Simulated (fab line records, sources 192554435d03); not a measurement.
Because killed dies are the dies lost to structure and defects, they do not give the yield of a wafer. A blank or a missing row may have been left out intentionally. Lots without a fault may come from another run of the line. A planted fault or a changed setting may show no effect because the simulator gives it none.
Split-lot experiment    flow n5-finfet    21 wafers read across 7 lots, on a route 1938 steps long

## SPLIT DETAILS
At N5_BEOL_M13_ETCH_59 (etches BARC in N2/H2, target depth 89 nm, overetch 26.7 nm, time 67.9 s), the setting time-s was moved away from the recipe's 67.9 s on 9 of the 21 wafers read, by -18.0% to +14.4%. For the rest of the wafers, this setting stayed at what the recipe calls for.

The reading comes from the split's own step.

## THE READING
coat_of_BEOL_M13_COAT_04.thk-nm (the simulator's own value, which no gauge read), in nm, at N5_BEOL_M13_ETCH_59 (etches BARC in N2/H2, target depth 89 nm, overetch 26.7 nm, time 67.9 s). The file does not state a usual value for it. Here, 12 wafers ran the recipe; their average is 317.6 nm with a standard deviation of 1.9 nm.

wafer   tool, chamber at the split  time-s as run, s  against the recipe  coat_of_BEOL_M13_COAT_04.thk-nm, nm  against lot-mates on the recipe
L076.1  rie-diel-06, 0              67.9              recipe              313.6                                -
L076.4  rie-diel-06, 3              56.4              -16.9%              329.2                                +15.6
L076.5  rie-diel-06, 0              56.4              -16.9%              326.6                                +13.0
L080.4  rie-diel-05, 1              67.9              recipe              318.8                                -
L080.5  rie-diel-05, 0              67.9              recipe              321.2                                -
L080.6  rie-diel-05, 1              67.9              recipe              319.4                                -
L079.3  rie-diel-02, 2              63.23             -6.9%               320.8                                +3.6
L079.4  rie-diel-02, 0,2            67.9              recipe              317.2                                -
L079.6  rie-diel-02, 0,2            67.9              recipe              317.2                                -
L084.1  rie-diel-02, 0              67.9              recipe              317.8                                -
L084.4  rie-diel-02, 3              67.9              recipe              315.8                                -
L084.5  rie-diel-02, 3              60.93             -10.3%              323.4                                +6.6
L090.1  rie-diel-06, 3              67.9              recipe              319                                  -
L090.2  rie-diel-06, 2              75.93             +11.8%              310                                  -9.0
L090.4  rie-diel-06, 0              75.93             +11.8%              307                                  -12.0
L095.1  rie-diel-06, 3              67.9              recipe              318.2                                -
L095.2  rie-diel-06, 2              55.66             -18.0%              330.8                                +12.6
L095.4  rie-diel-06, 0              55.66             -18.0%              325.8                                +7.6
L097.1  rie-diel-02, 1              67.9              recipe              317                                  -
L097.5  rie-diel-02, 3              67.9              recipe              316.2                                -
L097.6  rie-diel-02, 0              77.71             +14.4%              309                                  -7.6
If several chambers appear in one row, that row covers several wafers at once and the file leaves open which wafer was in which chamber.

FIT RESULTS
A straight line over all 21 wafers: coat_of_BEOL_M13_COAT_04.thk-nm changes by -0.628 nm for each +1% of time-s; r = -0.95; the points scatter about the line by 1.9 nm.
The same after taking each lot's own level away (the mean of its wafers on the recipe; 21 wafers): -0.702 nm for each +1%; r = -0.96; scatter 1.9 nm.
On that fit, the largest move of time-s shifts the reading by 13 nm.
The span of the lots' own levels, 313.60 to 319.80 nm, comes to 3.3 times the standard deviation stated above.
So the slope is not independent of the lot-to-lot level: the two fits are not the same.
Check: +12.4 nm against its lot-mates is what the line predicts for one of the wafers moved furthest among these (-18.0%) when that wafer is left out of the fit. It came out at +12.6 nm against them.

## OTHER SPLITS ON THESE WAFERS
Other splits were also applied to these wafers ahead of the reading. Each is held against what the fit with the lots' levels taken away leaves over:
other split on the same wafers  wafers away from the commonest value  r with coat_of_BEOL_M13_COAT_04.thk-nm (lot level and that fit taken away)
N5_BEOL_M11_ETCH_41 time-s      7                                     +0.34
N5_BEOL_M12_ETCH_67 source-w    6                                     +0.07
N5_BEOL_M12_ETCH_68 time-s      5                                     -0.23

## THE FILE'S OWN FIT
coat_of_BEOL_M13_COAT_04.thk-nm changes by -0.674 nm for each +1% of time-s, r = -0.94.
